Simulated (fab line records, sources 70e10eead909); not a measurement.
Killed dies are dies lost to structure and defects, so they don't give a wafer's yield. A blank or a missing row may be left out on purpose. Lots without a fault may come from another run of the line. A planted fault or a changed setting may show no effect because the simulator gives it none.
Which tool did it? | flow nand_harc | 14 lots, 42 wafers sampled, at 5 steps of a route of 1302

WHAT THE GAUGES READ, wafer by wafer
NHARC_HYBRID_BOND_OVL_MEAS_05. Usual: overlay_x_nm -6 nm, standard deviation 32; overlay_y_nm -1 nm, standard deviation 35.
lot  | measured     | on         | overlay_x_nm (nm) | overlay_y_nm (nm) | flag
L360 | day 24 02:52 | overlay-01 | -16 33 5          | 67 -56 -20        |
L361 | day 23 12:44 | overlay-02 | 18 -35 -63        | -30 -3 41         |
L362 | day 23 12:44 | overlay-01 | 34 -49 17         | 11 28 10          |
L363 | day 25 06:59 | overlay-01 | -2 7 -3           | 33 5 -3           |
L364 | day 25 06:59 | overlay-02 | 1 -21 -39         | -39 44 -13        |
L365 | day 26 02:23 | overlay-02 | -12 85 -8         | 0 29 -3           |
L366 | day 25 07:00 | overlay-01 | -70 -34 -20       | 56 -20 -20        |
L370 | day 27 14:47 | overlay-01 | 8 -26 -7          | 29 3 -43          |
L375 | day 29 05:03 | overlay-01 | 45 -82 8          | 72 13 -24         |
L374 | day 29 00:40 | overlay-02 | 14 -10 -29        | 30 -11 -36        |
L378 | day 31 01:02 | overlay-01 | 44 17 -17         | 27 31 -14         |
L379 | day 31 01:03 | overlay-02 | 79 16 0           | 5 21 24           |
L381 | day 32 09:04 | overlay-02 | -41 6 16          | -17 -42 14        |
L383 | day 33 11:22 | overlay-02 | 29 -53 43         | -24 -6 33         |

NHARC_END_SORT_01. Usual: defect_limited_yield 91 %, standard deviation 3.1; killed_at_array 56, standard deviation 21; killed_at_other 1.2, standard deviation 1.6; killed_at_periphery 3.7, standard deviation 2.5; killed_dies 61, standard deviation 21; killed_open 3.1, standard deviation 1.8; killed_short 2.8, standard deviation 1.7.
lot  | measured     | on        | defect_limited_yield (%) | killed_at_array | killed_at_other | killed_at_periphery | killed_dies | killed_open | killed_short | flag
L365 | day 26 20:16 | prober-01 | 83 77 82                 | 83 74 52        | 1 1 1           | 31 81 67            | 115 156 120 | 3 4 4       | 8 1 1        | OFF
L366 | day 26 02:19 | prober-02 | 79 79 84                 | 68 63 75        | 0 1 3           | 73 77 30            | 141 141 108 | 4 1 5       | 2 1 3        | OFF

WHICH TOOL RAN EACH LOT (tool, then ch and the chambers of the sampled wafers, then the start)
lot  | NHARC_P_M1_STRIP_19                 | NHARC_THIN_TSV_DEP_43           | NHARC_THIN_TSV_DEP_47
L360 | wet_bench-08 ch 1,5,6, day 6 20:37  | pecvd-02 ch 0,1,2, day 24 06:19 | pecvd-03 ch 1,2, day 24 08:56
L361 | wet_bench-08 ch 3,4,7, day 6 21:35  | pecvd-03 ch 0,1,2, day 23 14:39 | pecvd-04 ch 0,1,2, day 23 17:22
L362 | wet_bench-08 ch 1,3,7, day 7 01:07  | pecvd-03 ch 1,2, day 23 15:53   | pecvd-04 ch 0,1,2, day 23 18:36
L363 | wet_bench-08 ch 0,5,7, day 7 07:45  | pecvd-04 ch 0,1,2, day 25 10:04 | pecvd-04 ch 0,2, day 25 12:43
L364 | wet_bench-08 ch 1,3,7, day 7 21:42  | pecvd-02 ch 0,1, day 25 08:55   | pecvd-04 ch 0,2, day 25 11:38
L365 | wet_bench-08 ch 2,3,6, day 8 16:08  | pecvd-04 ch 1,2, day 26 04:23   | pecvd-03 ch 1,2, day 26 06:59
L366 | wet_bench-08 ch 1,3,4, day 8 17:03  | pecvd-04 ch 0,2, day 25 11:16   | pecvd-03 ch 1,2, day 25 14:04
L370 | wet_bench-10 ch 2,4,7, day 10 14:30 | pecvd-03 ch 0,1,2, day 27 16:45 | pecvd-02 ch 0,1,2, day 27 19:20
L375 | wet_bench-08 ch 1,2,6, day 12 05:29 | pecvd-02 ch 0,1,2, day 29 07:01 | pecvd-04 ch 0,1,2, day 29 09:32
L374 | wet_bench-08 ch 1,6,7, day 12 06:45 | pecvd-04 ch 0,1,2, day 29 03:49 | pecvd-04 ch 0,1,2, day 29 06:27
L378 | wet_bench-08 ch 0,1,6, day 13 17:45 | pecvd-03 ch 1,2, day 31 03:01   | pecvd-03 ch 1,2, day 31 05:40
L379 | wet_bench-08 ch 0,2,3, day 14 03:57 | pecvd-04 ch 0,2, day 31 04:09   | pecvd-02 ch 0,1, day 31 06:41
L381 | wet_bench-08 ch 3,4,5, day 14 15:01 | pecvd-03 ch 1,2, day 32 12:13   | pecvd-04 ch 0,1, day 32 14:55
L383 | wet_bench-08 ch 2,3,7, day 15 17:50 | pecvd-03 ch 0,1,2, day 33 21:29 | pecvd-02 ch 0,2, day 33 23:59
- NHARC_P_M1_STRIP_19: strips in post etch residue remover, time 600 s.
- NHARC_THIN_TSV_DEP_43: deposits SiO2, target thk 1328.5 nm.
- NHARC_THIN_TSV_DEP_47: deposits SiO2, target thk 200 nm.

WHAT THE TOOLS THEMSELVES READ (means of the sampled wafers that have a number; where no wafer has one, the mark that the record gives instead)
NHARC_THIN_TSV_DEP_43. Usual: mfc_precursor_sccm 161.4 sccm, standard deviation 0.44; throttle_valve_pct 15.9 %, standard deviation 0.64.
lot  | tool     | mfc_precursor_sccm (sccm) | throttle_valve_pct (%) | flag
L360 | pecvd-02 | 161.2                     | 16.1                   |
L361 | pecvd-03 | 161.2                     | 15.2                   |
L362 | pecvd-03 | 161.3                     | 15.5                   |
L363 | pecvd-04 | 161.5                     | 16.2                   |
L364 | pecvd-02 | 161.5                     | 15.7                   |
L365 | pecvd-04 | 161.1                     | 16.7                   |
L366 | pecvd-04 | 160.9                     | 15.9                   |
L370 | pecvd-03 | 161.3                     | 15.2                   |
L375 | pecvd-02 | 161.3                     | 16.1                   |
L374 | pecvd-04 | 161.7                     | 16.0                   |
L378 | pecvd-03 | 160.8                     | 16.1                   |
L379 | pecvd-04 | 161.7                     | 15.8                   |
L381 | pecvd-03 | 161.3                     | 15.2                   |
L383 | pecvd-03 | 161.2                     | 15.3                   |

NHARC_THIN_TSV_DEP_47. Usual: mfc_precursor_sccm 161.4 sccm, standard deviation 0.49; throttle_valve_pct 15.9 %, standard deviation 0.68.
lot  | tool     | mfc_precursor_sccm (sccm) | throttle_valve_pct (%) | flag
L360 | pecvd-03 | 161.6                     | 15.5                   |
L361 | pecvd-04 | 161.0                     | 16.2                   |
L362 | pecvd-04 | 161.5                     | 16.3                   |
L363 | pecvd-04 | 161.4                     | 15.7                   |
L364 | pecvd-04 | 161.7                     | 15.6                   |
L365 | pecvd-03 | 161.0                     | 15.8                   |
L366 | pecvd-03 | 161.3                     | 15.8                   |
L370 | pecvd-02 | 161.4                     | 15.9                   |
L375 | pecvd-04 | 160.9                     | 15.9                   |
L374 | pecvd-04 | 161.7                     | 16.0                   |
L378 | pecvd-03 | 161.7                     | 16.1                   |
L379 | pecvd-02 | 161.5                     | 16.3                   |
L381 | pecvd-04 | 161.5                     | 16.0                   |
L383 | pecvd-02 | 160.8                     | 15.9                   |

THE ANSWER, worked out from the rows above alone
Rule: a lot is off if the mean of its wafers that have a number lies more than 3 standard deviations from the usual mean. A lot without any number at a reading at which 4 lots or more have one is off too. The other lots that the step has rows for count as sound. The gauges are gone through in route order, then the tools' own readings, and for those a lot's mean is taken as printed above. The first step at which some lot is off is used, and at that step the reading that is off furthest; a lot without a number counts as furthest.
Off: L365, L366, at NHARC_END_SORT_01 (killed_at_periphery). Neither off nor sound, because the step has no rows for them: L360, L361, L362, L363, L364, L370, L375, L374, L378, L379, L381, L383.
A tool fits if, at a process step before that reading, it ran every lot that is off, and no sound lot after the first of them. The gauges at NHARC_END_SORT_01 are tried like those tools. Can't be told from this: 3 tools fit, wet_bench-08 at NHARC_P_M1_STRIP_19, pecvd-04 at NHARC_THIN_TSV_DEP_43, pecvd-03 at NHARC_THIN_TSV_DEP_47.

WHAT THE SIMULATOR HAD PUT IN
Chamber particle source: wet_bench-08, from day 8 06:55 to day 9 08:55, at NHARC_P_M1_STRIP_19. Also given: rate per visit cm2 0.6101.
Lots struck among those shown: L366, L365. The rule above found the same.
